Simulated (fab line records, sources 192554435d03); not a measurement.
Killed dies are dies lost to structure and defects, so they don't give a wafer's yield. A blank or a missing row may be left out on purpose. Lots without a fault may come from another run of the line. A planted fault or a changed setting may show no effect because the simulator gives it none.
fab line records | flow n5_finfet
record lots=4 wafers=12 last_day=15
route steps=1938 shown BEOL_M4@1099 BEOL_M5@1112 BEOL_M9@1447 PASSIVATION@1936
lots that met no fault: from a run of the same line without faults
start_h: hours from the record's first day to the start of the lot's first wafer shown | wait_h: hours since the lot's step before | " the same as in the row above | L1.1+2: a row that stands for several wafers | - no value, or no start given | * or withheld: withheld | < > ~ a bound
route shown NAME@n: a module of which the file shows steps, and the number in the route of the first | usual: mean/standard deviation of fault-free wafers | same: alike in all rows | chamber/n: place in a boat | sites: the reading at each site | _std_site: their standard deviation | _edge_site: outer sites' mean less inner sites' | radius_mm: how far each site lies from the wafer's centre | mask NAME#n: copy n | behind: the tool/chamber that last shaped the wafer | hold: why the lot was held/for how many hours/how that ended | device: the transistor (n, p or np) that didn't switch | end of line: the same wafers' tests at the end of the route | a step without rows: its recipe alone | killed: dies lost to structure and defects at the first sort, not the wafer's yield | map: a wafer's dies, x killed, . not, _ none there
set.NAME: the setting as run; set.NAME@STEP: as run at that earlier step | model.NAME: the simulator's own value behind a step, which no gauge read
lots at some steps of the route; a table a step, a row a wafer
services: from which hour (start_h, from the record's first day; less than 0 if before it) a tool's chamber was out of use, for how many hours, and why
## steps
# step N5_BEOL_M4_ANNEAL_95
# recipe temp_c=400 time_s=240 ambient=vacuum
# step N5_BEOL_M4_SPUTTER_96
# recipe material=Cu target_thk_a=45 temp_c=-20 chamber_pressure_pa=0.07 power_w=withheld time_s=8.29
# step N5_BEOL_M4_ECD_50
# recipe material=Cu target_thk_a=3000
# step N5_BEOL_M4_ANNEAL_51
# recipe temp_c=225 time_s=90 ambient=N2
# step N5_BEOL_M4_CMP_52
# recipe stop_on=SiOC t_overpolish_s=6.8 down_force_psi=1 platen_rpm=50 clearing_platen_down_force_psi=1.5 clearing_platen_rpm=50 post_cmp_clean=cu_alkaline target_thk_nm=40 clearing_platen_pad_velocity_m_s=0.99484 pad_velocity_m_s=0.99484
# step N5_BEOL_M4_PRE_CLEAN_60
# recipe gas=NH3/H2 time_s=15 temp_c=* rf_power_w=300
# step N5_BEOL_M4_CO_CAP_55
# recipe material=Co target_thk_a=20 temp_c=200 precursor=CCTBA/H2 pressure_torr=30 time_s=102.1
# step N5_BEOL_M4_PRE_CLEAN_56
# recipe gas=NH3 time_s=15 temp_c=withheld rf_power_w=300
# step N5_BEOL_M4_DEP_57
# recipe material=SiCN target_thk_a=80 temp_c=withheld precursor=3MS/NH3 pressure_torr=3 rf_w=202 time_s=14
# step N5_BEOL_M4_RC_MEAS_101
# usual DIBL_N=35.6/1.7 DIBL_P=35.0/2 IOFF_N=0.148/0.027 IOFF_P=0.19/0.032 ION_N=671/14 ION_P=460/9.1 SS_N=71.3/0.62 SS_P=73.0/0.64 VT_N=251/3.2 VT_P=-251.5/2.9
# columns lot.wafer tool chamber start_h wait_h DIBL_N[mV/V] DIBL_P[mV/V] IOFF_N[nA/um] IOFF_P[nA/um] ION_N[uA/um] ION_P[uA/um] SS_N[mV/dec] SS_P[mV/dec] VT_N[mV] VT_P[mV]
L675.2 prober-01 0 207.36 0.2 38.3 39.0 0.181 0.21 695 469 72.0 73.3 248 -254.1
L675.4 " 0 " " 37.6 38.6 0.169 0.21 679 460 71.3 74.3 247 -252.7
L675.5 " 0 " " 37.6 38.6 0.173 0.21 698 474 71.3 74.1 250 -252.1
L682.1 prober-01 0 248.93 0.4 35.0 36.1 0.157 0.24 679 473 72.1 73.1 250 -247.0
L682.3 " 0 " " 35.6 37.1 0.165 0.26 665 462 71.9 73.5 249 -244.8
L682.4 " 0 " " 34.1 34.2 0.131 0.20 655 454 71.5 73.1 252 -248.9
L683.1 prober-01 0 249.86 1.0 33.5 33.4 0.124 0.18 666 460 70.4 73.4 253 -251.3
L683.4 " 0 " " 34.1 34.2 0.128 0.18 659 455 71.2 72.1 252 -254.5
L683.6 " 0 " " 33.2 33.1 0.118 0.17 671 466 70.4 72.1 252 -253.6
L684.1 prober-02 0 252.98 0.0 36.7 37.1 0.193 0.23 668 456 72.4 73.8 244 -249.7
L684.4 " 0 " " 35.1 35.5 0.163 0.20 681 469 71.4 73.2 248 -249.9
L684.5 " 0 " " 32.4 32.3 0.122 0.17 662 453 71.3 72.7 253 -251.0
# step N5_BEOL_M5_ILD_DEP_00
# recipe material=SiCOH_lowk target_thk_a=1406.4 temp_c=300 precursor=DEMS/porogen pressure_torr=5 rf_w=500 time_s=25.9
# step N5_BEOL_M5_CURE_79
# recipe temp_c=385 time_s=240 ambient=He/Ar material=SiCOH_lowk
# step N5_BEOL_M5_PECVD_70
# recipe material=SiO2 target_thk_a=160 temp_c=400 precursor=TEOS/O2 pressure_torr=5.5 rf_w=450 teos_flow_sccm=53.8 gas=O2 flow_sccm=3000 time_s=18
# step N5_BEOL_M5_HM_DEP_02
# recipe material=TiN target_thk_a=200 temp_c=25 chamber_pressure_pa=0.49996
# step N5_BEOL_M5_COAT_59
# recipe resist=SOC temp_c=250 time_s=60 spin_rpm=1500 resist_thk_nm=60
# step N5_BEOL_M5_COAT_60
# recipe resist=SiARC temp_c=220 time_s=60 spin_rpm=1500 resist_thk_nm=12
# step N5_BEOL_M5_COAT_71
# recipe resist=underlayer temp_c=205 time_s=60 spin_rpm=1500 resist_thk_nm=5
# step N5_BEOL_M5_COAT_05
# recipe resist=CAR-EUV spin_rpm=1500 resist_thk_nm=30
# step N5_BEOL_M5_EBR_07
# recipe solvent=PGMEA ebr_width_mm=1.5
# step N5_BEOL_M5_SOFTBAKE_06
# recipe temp_c=110 time_s=60 resist=CAR-EUV
# step N5_BEOL_M5_EXPOSE_08
# recipe mask_id=M5 na=0.33 source_shape=annular sigma_inner=0.4 sigma_outer=0.8 polarization=unpolarized target_cd_nm=28 dose_mj=35.75
# step N5_BEOL_M5_PEB_09
# recipe peb_temp_c=100 peb_time_s=60 resist=CAR-EUV
# step N5_BEOL_M5_DEVELOP_10
# recipe develop_time_s=30 developer=TMAH resist=CAR-EUV rinse_liquid=surfactant_rinse dry=air_spin dev_temp_c=23
# step N5_BEOL_M5_DESCUM_16
# recipe chemistry=O2 time_s=7 source_power_w=50 bias_power_w=20 pressure_mtorr=20 rf_frequency_hz=2.712e+07 temp_c=40 resist=CAR-EUV o2_flow_sccm=225
# step N5_BEOL_M5_ETCH_72
# recipe chemistry=N2/H2 target=underlayer target_depth_a=65 mask_material=CAR-EUV time_s=5.2 ion_energy_ev=200 pressure_mtorr=30 source_w=840 bias_w=150 n2_flow_sccm=200 h2_flow_sccm=200 ends=cleared
# step N5_BEOL_M5_ETCH_61
# recipe chemistry=CF4 target=SiARC target_depth_a=156 mask_material=CAR-EUV time_s=26 ion_energy_ev=80 pressure_mtorr=40 source_w=545 bias_w=36 Ar_flow_sccm=100 cf4_flow_sccm=100 ends=cleared
# step N5_BEOL_M5_ETCH_62
# recipe chemistry=N2/H2 target=SOC target_depth_a=750 overetch_a=150 mask_material=SiARC temp_c=40 time_s=112.5 ion_energy_ev=200 pressure_mtorr=30 source_w=840 bias_w=150 n2_flow_sccm=200 h2_flow_sccm=200
# step N5_BEOL_M5_STRIP_63
# recipe chemistry=N2/H2 temp_c=40 n2_flow_sccm=200 h2_flow_sccm=200 rf_frequency_hz=6e+07
# step N5_BEOL_M5_STRIP_73
# recipe chemistry=N2/H2 temp_c=40 n2_flow_sccm=200 h2_flow_sccm=200 rf_frequency_hz=6e+07
# step N5_BEOL_M5_STRIP_64
# recipe chemistry=CF4 resist=SiARC power_w=300 bias_power_w=75 pressure_mtorr=50 cf4_flow_sccm=150 rf_frequency_hz=6e+07
# step N5_BEOL_M5_HM_OPEN_17
# recipe chemistry=Cl2/BCl3 target_depth_a=200 overetch_a=60 target=TiN mask_material=SOC ion_energy_ev=150 pressure_mtorr=10 icp_w=1000 bias_w=126 Cl2_flow_sccm=53.25 bcl3_flow_sccm=21.75 Ar_flow_sccm=25
# step N5_BEOL_M5_STRIP_19
# recipe chemistry=O2 power_w=400 temp_c=40 pressure_mtorr=30 rf_frequency_hz=6e+07 bias_power_w=0 overash_fraction=0.2 o2_flow_sccm=225
# step N5_BEOL_M5_COAT_65
# recipe resist=SOC temp_c=250 time_s=60 spin_rpm=1500 resist_thk_nm=60
# step N5_BEOL_M5_COAT_66
# recipe resist=SiARC temp_c=220 time_s=60 spin_rpm=1500 resist_thk_nm=12
# step N5_BEOL_M9_ETCH_41
# recipe chemistry=CH3F/O2 target=SiCN target_depth_a=366 taper_deg=2 time_s=70.1 ion_energy_ev=120 mask_material=TiN pressure_mtorr=30 source_w=395 bias_w=75 Ar_flow_sccm=150 CH3F_flow_sccm=30 O2_flow_sccm=20
# usual CH3F_flow_sccm=30.00/0.079 O2_flow_sccm=20.01/0.06 drypump_motor_current_A=5.64/0.27 oes_product_au=0.81/0.11 rf_vpp_V=297.4/1.6 showerhead_plenum_p_Torr=2.00/0.071 throttle_valve_pct=16.27/0.25
# columns lot.wafer tool chamber start_h wait_h CH3F_flow_sccm O2_flow_sccm drypump_motor_current_A oes_product_au rf_hours_counter_h rf_vpp_V showerhead_plenum_p_Torr throttle_valve_pct
L675.2 rie_diel-02 0 263.76 - 30.00 19.98 5.30 0.69 205 293.2 1.89 16.39
L675.4 " 2 " " 29.98 19.96 5.67 0.92 - 296.9 2.05 15.94
L675.5 " 0 " " 29.85 19.94 5.30 0.70 - 293.7 1.89 16.39
L682.1 rie_diel-02 0 298.96 - - - - - - - - -
L682.3 " 1 " " - - - - - - - -
L682.4 " 2 " " - - - - - - - -
L684.1 rie_diel-04 1 299.59 - - - - - - - - -
L684.4 " 2 " " - - - - - - - -
L684.5 " 1 " " - - - - - - - -
L683.1 rie_diel-02 0 299.64 - 29.87 19.99 5.29 0.70 217 295.5 1.88 16.41
L683.4 " 2 " " 30.03 20.06 5.66 0.90 22 299.4 2.04 15.95
L683.6 " 0 " " 29.89 19.98 5.30 0.70 - 295.5 1.88 16.42
# step N5_PASSIVATION_PROBE_49
# usual defect_limited_yield=91.2/1.6 killed_at_M0_to_M3=35/11 killed_at_M4_up=14/5.4 killed_at_contacts=13/6 killed_at_front_end=38/11 killed_at_other=3.4/2.6 killed_dies=104/19 killed_on_rim=13/3.9 killed_open=68/13 killed_short=34/8.5 sort_bin_5_function=5.1/1 sort_bin_6_memory=3.3/0.72 sort_n_pass=1075/22 sort_yield_pct=91.1/1.9
# same gross_dies=1180 killed_at_back_side=0 sort_bin_4_leakage[%]=0 sort_bin_8_speed[%]=0
# columns lot.wafer tool chamber start_h wait_h defect_limited_yield[%] killed_at_M0_to_M3 killed_at_M4_up killed_at_contacts killed_at_front_end killed_at_other killed_dies killed_on_rim killed_open killed_short sort_bin_5_function[%] sort_bin_6_memory[%] sort_n_pass sort_yield_pct[%]
L682.1 prober-02 - 355.87 0.0 0 35 1090 16 36 3 1180 152 76 33 96.3 3.4 0 0
L682.3 prober-02 - 355.97 0.1 0 39 1085 10 41 5 1180 152 80 33 96.0 3.8 0 0
L682.4 prober-02 - 356.02 0.2 0 42 1080 12 46 0 1180 152 76 43 95.3 4.5 0 0
L684.1 prober-01 - 369.99 0.0 0 49 1070 5 45 11 1180 152 75 41 96.4 3.3 0 0
L684.4 prober-01 - 370.14 0.2 0 34 1106 3 36 1 1180 152 67 33 96.4 3.2 0 0
L684.5 prober-01 - 370.19 0.2 0 21 1102 7 36 14 1180 152 57 32 96.5 3.0 0 0
# killed by level:class
L682.1 BEOL_M9:area_etch=1070 MOL_CONTACT_COAG:geometric_particle:open=10 BEOL_M4:geometric_particle:open=10 STI_FIN_REVEAL:geometric_particle:open=9 FIN_SAQP:geometric_particle:open=7 BEOL_M0_SAQP:geometric_particle:short=7 FIN_SAQP:geometric_particle:short=6 MOL_CONTACT_COAG:geometric_particle:short=6
L682.3 BEOL_M9:area_etch=1067 STI_FIN_REVEAL:geometric_particle:open=13 FIN_SAQP:geometric_particle:short=11 BEOL_M2:geometric_particle:open=9 MOL_CONTACT_COAG:geometric_particle:open=8 FIN_SAQP:geometric_particle:open=7 BEOL_M1:geometric_particle:open=6 BEOL_M3:geometric_particle:open=6
L682.4 BEOL_M9:area_etch=1061 BEOL_M1:geometric_particle:short=12 BEOL_M4:geometric_particle:open=10 FIN_SAQP:geometric_particle:short=10 MOL_CONTACT_COAG:geometric_particle:open=10 FIN_SAQP:geometric_particle:open=9 STI_FIN_REVEAL:geometric_particle:open=9 BEOL_M0:geometric_particle:open=7
L684.1 BEOL_M9:area_etch=1063 BEOL_M0_SAQP:geometric_particle:open=17 STI_FIN_REVEAL:geometric_particle:open=16 BEOL_M2:geometric_particle:open=14 FIN_SAQP:geometric_particle:short=12 BEOL_M0_SAQP:geometric_particle:short=7 BEOL_M2:geometric_particle:short=4 BEOL_M4:geometric_particle:open=4
L684.4 BEOL_M9:area_etch=1078 BEOL_M4:geometric_particle:open=22 BEOL_M2:geometric_particle:open=9 GATE_CUT:geometric_particle:short=8 BEOL_M0_SAQP:geometric_particle:short=8 STI_FIN_REVEAL:geometric_particle:open=6 BEOL_M0_SAQP:geometric_particle:open=6 GATE_CUT:geometric_particle:open=5
L684.5 BEOL_M9:area_etch=1089 STI_FIN_REVEAL:geometric_particle:open=8 BEOL_M0_SAQP:geometric_particle:open=7 FIN_SAQP:geometric_particle:short=6 MOL_CONTACT_COAG:geometric_particle:open=6 BEOL_M0_SAQP:geometric_particle:short=5 FIN_SAQP:geometric_particle:open=4 MIM_TOP_ETCH:geometric_particle:short=4
# map L682.1 (x killed, . not)
_________________xxxxxxxxxxxx________________
______________xxxxxxxxxxxxxxxxxx_____________
___________xxxxxxxxxxxxxxxxxxxxxxxx__________
__________xxxxxxxxxxxxxxxxxxxxxxxxxx_________
________xxxxxxxxxxxxxxxxxxxxxxxxxxxxxx_______
_______xxxxxxxxxxxxxxxxxxxxxxxxxxxxxxxx______
______xxxxxxxxxxxxxxxxxxxxxxxxxxxxxxxxxx_____
_____xxxxxxxxxxxxxxxxxxxxxxxxxxxxxxxxxxxx____
____xxxxxxxxxxxxxxxxxxxxxxxxxxxxxxxxxxxxxx___
___xxxxxxxxxxxxxxxxxxxxxxxxxxxxxxxxxxxxxxxx__
___xxxxxxxxxxxxxxxxxxxxxxxxxxxxxxxxxxxxxxxx__
__xxxxxxxxxxxxxxxxxxxxxxxxxxxxxxxxxxxxxxxxxx_
__xxxxxxxxxxxxxxxxxxxxxxxxxxxxxxxxxxxxxxxxxx_
_xxxxxxxxxxxxxxxxxxxxxxxxxxxxxxxxxxxxxxxxxxxx
_xxxxxxxxxxxxxxxxxxxxxxxxxxxxxxxxxxxxxxxxxxxx
_xxxxxxxxxxxxxxxxxxxxxxxxxxxxxxxxxxxxxxxxxxxx
_xxxxxxxxxxxxxxxxxxxxxxxxxxxxxxxxxxxxxxxxxxxx
_xxxxxxxxxxxxxxxxxxxxxxxxxxxxxxxxxxxxxxxxxxxx
_xxxxxxxxxxxxxxxxxxxxxxxxxxxxxxxxxxxxxxxxxxxx
_xxxxxxxxxxxxxxxxxxxxxxxxxxxxxxxxxxxxxxxxxxxx
_xxxxxxxxxxxxxxxxxxxxxxxxxxxxxxxxxxxxxxxxxxxx
__xxxxxxxxxxxxxxxxxxxxxxxxxxxxxxxxxxxxxxxxxx_
__xxxxxxxxxxxxxxxxxxxxxxxxxxxxxxxxxxxxxxxxxx_
___xxxxxxxxxxxxxxxxxxxxxxxxxxxxxxxxxxxxxxxx__
___xxxxxxxxxxxxxxxxxxxxxxxxxxxxxxxxxxxxxxxx__
____xxxxxxxxxxxxxxxxxxxxxxxxxxxxxxxxxxxxxx___
_____xxxxxxxxxxxxxxxxxxxxxxxxxxxxxxxxxxxx____
______xxxxxxxxxxxxxxxxxxxxxxxxxxxxxxxxxx_____
_______xxxxxxxxxxxxxxxxxxxxxxxxxxxxxxxx______
________xxxxxxxxxxxxxxxxxxxxxxxxxxxxxx_______
__________xxxxxxxxxxxxxxxxxxxxxxxxxx_________
___________xxxxxxxxxxxxxxxxxxxxxxxx__________
______________xxxxxxxxxxxxxxxxxx_____________
_________________xxxxxxxxxxxx________________
# map L684.1 (x killed, . not)
_________________xxxxxxxxxxxx________________
______________xxxxxxxxxxxxxxxxxx_____________
___________xxxxxxxxxxxxxxxxxxxxxxxx__________
__________xxxxxxxxxxxxxxxxxxxxxxxxxx_________
________xxxxxxxxxxxxxxxxxxxxxxxxxxxxxx_______
_______xxxxxxxxxxxxxxxxxxxxxxxxxxxxxxxx______
______xxxxxxxxxxxxxxxxxxxxxxxxxxxxxxxxxx_____
_____xxxxxxxxxxxxxxxxxxxxxxxxxxxxxxxxxxxx____
____xxxxxxxxxxxxxxxxxxxxxxxxxxxxxxxxxxxxxx___
___xxxxxxxxxxxxxxxxxxxxxxxxxxxxxxxxxxxxxxxx__
___xxxxxxxxxxxxxxxxxxxxxxxxxxxxxxxxxxxxxxxx__
__xxxxxxxxxxxxxxxxxxxxxxxxxxxxxxxxxxxxxxxxxx_
__xxxxxxxxxxxxxxxxxxxxxxxxxxxxxxxxxxxxxxxxxx_
_xxxxxxxxxxxxxxxxxxxxxxxxxxxxxxxxxxxxxxxxxxxx
_xxxxxxxxxxxxxxxxxxxxxxxxxxxxxxxxxxxxxxxxxxxx
_xxxxxxxxxxxxxxxxxxxxxxxxxxxxxxxxxxxxxxxxxxxx
_xxxxxxxxxxxxxxxxxxxxxxxxxxxxxxxxxxxxxxxxxxxx
_xxxxxxxxxxxxxxxxxxxxxxxxxxxxxxxxxxxxxxxxxxxx
_xxxxxxxxxxxxxxxxxxxxxxxxxxxxxxxxxxxxxxxxxxxx
_xxxxxxxxxxxxxxxxxxxxxxxxxxxxxxxxxxxxxxxxxxxx
_xxxxxxxxxxxxxxxxxxxxxxxxxxxxxxxxxxxxxxxxxxxx
__xxxxxxxxxxxxxxxxxxxxxxxxxxxxxxxxxxxxxxxxxx_
__xxxxxxxxxxxxxxxxxxxxxxxxxxxxxxxxxxxxxxxxxx_
___xxxxxxxxxxxxxxxxxxxxxxxxxxxxxxxxxxxxxxxx__
___xxxxxxxxxxxxxxxxxxxxxxxxxxxxxxxxxxxxxxxx__
____xxxxxxxxxxxxxxxxxxxxxxxxxxxxxxxxxxxxxx___
_____xxxxxxxxxxxxxxxxxxxxxxxxxxxxxxxxxxxx____
______xxxxxxxxxxxxxxxxxxxxxxxxxxxxxxxxxx_____
_______xxxxxxxxxxxxxxxxxxxxxxxxxxxxxxxx______
________xxxxxxxxxxxxxxxxxxxxxxxxxxxxxx_______
__________xxxxxxxxxxxxxxxxxxxxxxxxxx_________
___________xxxxxxxxxxxxxxxxxxxxxxxx__________
______________xxxxxxxxxxxxxxxxxx_____________
_________________xxxxxxxxxxxx________________
## services
# columns tool chamber start_h hours kind
rie_diel-04 2 240.24 10.5 repair
rie_diel-02 - 257.01 2.8 pm
rie_diel-02 3 261.30 17.6 repair
## key
first_sign step=N5_BEOL_M9_ETCH_41 reading=tool_record direction=missing
effect step=N5_PASSIVATION_PROBE_49 reading=killed_at_M4_up direction=up sigmas=99+ usual=14 struck=1089
more_kills_born_at N5_BEOL_M9_ETCH_41@rie_diel-04=3230 N5_BEOL_M9_ETCH_41@rie_diel-02=3198
met_at N5_BEOL_M9_ETCH_41
struck_wafers L682.1,L682.3,L682.4,L684.1,L684.4,L684.5
later_rows_left_out L682.1,L682.3,L682.4,L684.1,L684.4,L684.5
onset_between 263.76 298.96
fault kind=skipped_step_whole tool=rie_diel-02,rie_diel-04 chamber=- onset_h=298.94 steps=N5_BEOL_M9_ETCH_41 scope=struck_lots_only
# later_rows_left_out: the simulator's readings of these wafers behind a module that went badly wrong aren't trusted and aren't shown, but for the sort
